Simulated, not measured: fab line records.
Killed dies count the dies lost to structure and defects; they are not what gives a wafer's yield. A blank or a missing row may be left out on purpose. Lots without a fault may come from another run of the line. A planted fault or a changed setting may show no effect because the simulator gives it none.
The tool behind it: which one? | flow nand_harc | 13 lots with 39 wafers sampled at 5 steps, on a route of 1302 steps

## WHAT THE GAUGES READ, wafer by wafer
NHARC_END_SORT_01.
lot  | measured     | on        | killed_at_array | killed_at_other | killed_at_periphery | killed_dies | killed_open | killed_short
L294 | day 24 20:01 | prober-01 | 81 72 66        | 1 0 0           | 2 1 5               | 84 73 71    | 5 3 4       | 1 1 2
L295 | day 25 11:46 | prober-02 | 43 37 35        | 0 0 8           | 3 4 3               | 46 41 46    | 4 5 6       | 4 4 2
L296 | day 25 04:01 | prober-01 | 45 34 43        | 0 2 2           | 7 7 0               | 52 43 45    | 4 8 4       | 0 3 1
L293 | day 25 05:36 | prober-02 | 18 36 32        | 3 1 1           | 4 11 10             | 25 48 43    | 4 5 7       | 1 4 3
L297 | day 26 10:02 | prober-01 | 41 44 64        | 1 1 1           | 5 9 7               | 47 54 72    | 2 7 4       | 1 3 0
L299 | day 27 12:36 | prober-01 | 37 21 38        | 0 0 1           | 0 3 0               | 37 24 39    | 6 3 5       | 2 1 5
L300 | day 27 19:12 | prober-02 | 34 44 34        | 0 0 0           | 1 1 2               | 35 45 36    | 1 5 1       | 2 4 3
L301 | day 28 11:32 | prober-02 | 41 38 42        | 2 0 2           | 8 7 4               | 51 45 48    | 4 3 2       | 1 3 1
L307 | day 30 09:39 | prober-02 | 103 61 71       | 0 0 2           | 1 7 6               | 104 68 79   | 3 6 2       | 2 3 2
L308 | day 30 10:28 | prober-01 | 46 38 36        | 0 0 0           | 3 8 1               | 49 46 37    | 4 6 0       | 2 4 6
L310 | day 31 22:11 | prober-01 | 75 72 56        | 1 0 0           | 3 3 5               | 79 75 61    | 1 2 3       | 2 2 2
L314 | day 33 15:07 | prober-02 | 46 43 60        | 2 5 2           | 8 9 6               | 56 57 68    | 3 3 3       | 5 5 6
L316 | day 33 22:55 | prober-01 | 36 51 50        | 2 0 0           | 5 1 3               | 43 52 53    | 0 2 5       | 7 1 4

## TOOL THAT RAN EACH LOT (tool first, then ch and the chambers of the sampled wafers, then the start)
lot  | NHARC_A_CONTACT_ETCH_49            | NHARC_A_CONTACT_ETCH_111             | NHARC_A_CONTACT_ETCH_115             | NHARC_A_CONTACT_ETCH_118
L294 | rie_diel-08 ch 0,2,3, day 21 19:31 | har_cap_etch-02 ch 0,1, day 21 21:34 | har_cap_etch-02 ch 0,1, day 21 22:17 | har_cap_etch-02 ch 0,1, day 21 22:47
L295 | rie_diel-02 ch 0,3, day 22 04:47   | har_cap_etch-03 ch 1, day 22 06:28   | har_cap_etch-03 ch 1, day 22 07:11   | har_cap_etch-03 ch 1, day 22 07:41
L296 | rie_diel-08 ch 0,2,3, day 22 05:02 | har_cap_etch-02 ch 0,1, day 22 06:49 | har_cap_etch-02 ch 0,1, day 22 07:32 | har_cap_etch-02 ch 0,1, day 22 08:02
L293 | rie_diel-08 ch 0,2,3, day 22 05:23 | har_cap_etch-03 ch 0,1, day 22 09:06 | har_cap_etch-03 ch 0,1, day 22 09:48 | har_cap_etch-03 ch 0,1, day 22 10:19
L297 | rie_diel-08 ch 0,1, day 23 08:28   | har_cap_etch-03 ch 0,1, day 23 10:11 | har_cap_etch-03 ch 0,1, day 23 10:53 | har_cap_etch-03 ch 0,1, day 23 11:23
L299 | rie_diel-08 ch 0,2,3, day 24 12:01 | har_cap_etch-01 ch 0,1, day 24 13:40 | har_cap_etch-01 ch 0,1, day 24 14:23 | har_cap_etch-01 ch 0,1, day 24 14:54
L300 | rie_diel-08 ch 0,2, day 24 19:04   | har_cap_etch-03 ch 0,1, day 24 21:05 | har_cap_etch-03 ch 0,1, day 24 21:47 | har_cap_etch-03 ch 0,1, day 24 22:17
L301 | rie_diel-13 ch 1,2,3, day 25 11:32 | har_cap_etch-03 ch 0,1, day 25 13:29 | har_cap_etch-03 ch 0,1, day 25 14:11 | har_cap_etch-03 ch 0,1, day 25 14:43
L307 | rie_diel-08 ch 2,3, day 27 08:28   | har_cap_etch-02 ch 0,1, day 27 10:08 | har_cap_etch-02 ch 0,1, day 27 10:51 | har_cap_etch-02 ch 0,1, day 27 11:22
L308 | rie_diel-02 ch 0,1, day 27 09:30   | har_cap_etch-01 ch 0,1, day 27 11:10 | har_cap_etch-01 ch 0,1, day 27 11:53 | har_cap_etch-01 ch 0,1, day 27 12:23
L310 | rie_diel-08 ch 0,1,3, day 28 15:11 | har_cap_etch-01 ch 0,1, day 28 16:45 | har_cap_etch-01 ch 0,1, day 28 17:28 | har_cap_etch-01 ch 0,1, day 28 17:59
L314 | rie_diel-02 ch 1,2,3, day 30 15:01 | har_cap_etch-03 ch 0,1, day 30 16:40 | har_cap_etch-03 ch 0,1, day 30 17:23 | har_cap_etch-03 ch 0,1, day 30 17:53
L316 | rie_diel-08 ch 1,2,3, day 31 00:47 | har_cap_etch-03 ch 0,1, day 31 02:25 | har_cap_etch-03 ch 0,1, day 31 03:07 | har_cap_etch-03 ch 0,1, day 31 03:38
- NHARC_A_CONTACT_ETCH_49: etches the open film in N2/H2, target depth 260 nm, time 475.3 s.
- NHARC_A_CONTACT_ETCH_111: etches the open film in C4F8/O2/Ar, time 140 s, target depth 700 nm.
- NHARC_A_CONTACT_ETCH_115: etches the open film in C4F8/O2/Ar, time 190 s, target depth 1850 nm.
- NHARC_A_CONTACT_ETCH_118: etches the open film in C4F8/O2/Ar, time 190 s, target depth 1850 nm.

## WHAT THE TOOLS THEMSELVES READ (means of the sampled wafers that have a number; where no wafer has one, the mark that the record gives instead)
NHARC_A_CONTACT_ETCH_49.
lot  | tool        | drypump_motor_current_A (A) | mfc_ar_sccm (sccm) | oes_product_au (a.u.) | rf_fwd_power_W (W) | rf_vpp_V (V) | showerhead_plenum_p_Torr (Torr) | throttle_valve_pct (%)
L294 | rie_diel-08 | 6.0                         | 0.020              | 1.003                 | 399.8              | 429.3        | 1.99                            | 14.174
L295 | rie_diel-02 | 4.9                         | 0.026              | 0.997                 | 398.3              | 431.4        | 2.07                            | 14.176
L296 | rie_diel-08 | 6.0                         | 0.020              | 0.999                 | 399.0              | 429.2        | 1.99                            | 14.171
L293 | rie_diel-08 | 6.0                         | 0.020              | 0.992                 | 399.3              | 428.9        | 1.99                            | 14.171
L297 | rie_diel-08 | 6.2                         | 0.016              | 1.009                 | 398.0              | 428.3        | 1.99                            | 14.172
L299 | rie_diel-08 | 6.0                         | 0.020              | 1.007                 | 399.7              | 428.2        | 1.99                            | 14.160
L300 | rie_diel-08 | 6.2                         | 0.031              | 1.000                 | 398.4              | 427.9        | 1.94                            | 14.169
L301 | rie_diel-13 | 5.5                         | 0.021              | 1.011                 | 398.6              | 430.8        | 2.07                            | 14.172
L307 | rie_diel-08 | 5.8                         | 0.012              | 0.857                 | 400.7              | 430.2        | 2.01                            | 14.168
L308 | rie_diel-02 | 5.6                         | 0.007              | 1.000                 | 400.8              | 433.2        | 2.12                            | 14.171
L310 | rie_diel-08 | 6.0                         | 0.008              | 0.840                 | 398.8              | 430.2        | 2.01                            | 14.173
L314 | rie_diel-02 | 5.5                         | 0.023              | 1.001                 | 398.5              | 431.8        | 2.07                            | 14.180
L316 | rie_diel-08 | 6.0                         | 0.012              | 0.995                 | 398.7              | 429.1        | 1.98                            | 14.166

## THE ANSWER, worked out from the rows above alone
Rule: usual is defined by the lots themselves. Put in order of their means at a reading, lots are off if they are a third of the lots or fewer, leave a main group of 4 or more, and stand apart from it by a gap of 3 or more times the standard deviation of the main group's means; of several such gaps the widest counts. The tables above print the reading to a certain number of digits; a main group whose means all agree to those digits is not used. Also off: a lot with no number at a reading for which 4 or more lots have one. All remaining lots with rows at the step are treated as sound. After the gauges, taken in route order, come the tools' own readings; for these a lot's mean is taken, as printed above. The first step at which some lot is off is used, and at that step the reading that is off furthest; a lot without a number counts as furthest.
Off: L307, L310, at NHARC_A_CONTACT_ETCH_49 (oes_product_au). For the main group the mean is 1.001 a.u. and the standard deviation 0.0056.
If a tool, at that step or one of the process steps before it, ran each lot that is off and ran no sound lot following the first of them, it fits. None of those tried fits.

## WHAT THE SIMULATOR HAD PUT IN
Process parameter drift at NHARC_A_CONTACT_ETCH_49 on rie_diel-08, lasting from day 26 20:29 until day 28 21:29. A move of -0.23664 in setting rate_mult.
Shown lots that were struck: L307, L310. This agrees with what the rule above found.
